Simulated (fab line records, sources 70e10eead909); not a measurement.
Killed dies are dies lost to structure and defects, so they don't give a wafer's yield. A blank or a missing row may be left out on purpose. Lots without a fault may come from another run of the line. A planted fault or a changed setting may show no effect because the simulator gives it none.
Which tool did it? | flow nand_harc | 7 lots, 21 wafers sampled, at 5 steps of a route of 1302

WHAT THE GAUGES READ, wafer by wafer
NHARC_END_SORT_01.
lot  | measured     | on        | killed_at_array
L202 | day 30 07:34 | prober-01 | 191 159 48

WHICH TOOL RAN EACH LOT (tool, then ch and the chambers of the sampled wafers, then the start)
lot  | NHARC_A_SLIT_DEP_00           | NHARC_A_BONDPAD_ANNEAL_28        | NHARC_THIN_TSV_ETCH_15           | NHARC_THIN_TSV_STRIP_45
L188 | acl_dep-01 ch 0, day 20 01:57 | rtp_anneal-01 ch 0, day 23 15:56 | rie_si-06 ch 0,1,2, day 24 06:37 | plasma_asher-02 ch 0,1, day 24 06:50
L192 | acl_dep-01 ch 0, day 21 10:01 | rtp_anneal-01 ch 0, day 24 19:49 | rie_si-03 ch 1,2, day 25 11:33   | plasma_asher-01 ch 0,1, day 25 11:46
L194 | acl_dep-03 ch 0, day 22 11:47 | rtp_anneal-01 ch 0, day 26 02:16 | rie_si-05 ch 0,1,2, day 26 16:14 | plasma_asher-01 ch 0,1, day 26 16:34
L202 | acl_dep-02 ch 0, day 25 11:53 | rtp_anneal-02 ch 0, day 29 02:37 | rie_si-05 ch 0,1,3, day 29 16:50 | plasma_asher-02 ch 0,1, day 29 17:02
L206 | acl_dep-03 ch 0, day 26 15:24 | rtp_anneal-02 ch 0, day 30 07:22 | rie_si-05 ch 0,1,3, day 31 00:07 | plasma_asher-02 ch 0,1, day 31 00:20
L207 | acl_dep-03 ch 0, day 28 00:29 | rtp_anneal-01 ch 0, day 31 12:06 | rie_si-05 ch 1,2,3, day 32 06:05 | plasma_asher-02 ch 0,1, day 32 06:21
L210 | acl_dep-02 ch 0, day 29 04:20 | rtp_anneal-01 ch 0, day 33 01:21 | rie_si-05 ch 0,2,3, day 33 17:56 | plasma_asher-01 ch 1, day 33 18:55
- NHARC_A_SLIT_DEP_00: deposits aC, target thk 6200 nm.
- NHARC_A_BONDPAD_ANNEAL_28: time 90 s.
- NHARC_THIN_TSV_ETCH_15: target depth 3000 nm, bosch target overetch cycles 2, bosch etch step 2.8 s.
- NHARC_THIN_TSV_STRIP_45: strips in O2.

THE ANSWER, worked out from the rows above alone
Rule: what is usual is taken from the lots themselves. Put in order of their means at a reading, lots are off if they are a third of the lots or fewer, leave a main group of 4 or more, and stand apart from it by a gap of 3 or more times the standard deviation of the main group's means; of several such gaps the widest counts. A main group whose means are all the same, to the digits that the tables above print for the reading, isn't used. A lot without any number at a reading at which 4 lots or more have one is off too. The other lots that the step has rows for count as sound.
No lot is off at any reading shown: from this, nothing can be told.

WHAT THE SIMULATOR HAD PUT IN
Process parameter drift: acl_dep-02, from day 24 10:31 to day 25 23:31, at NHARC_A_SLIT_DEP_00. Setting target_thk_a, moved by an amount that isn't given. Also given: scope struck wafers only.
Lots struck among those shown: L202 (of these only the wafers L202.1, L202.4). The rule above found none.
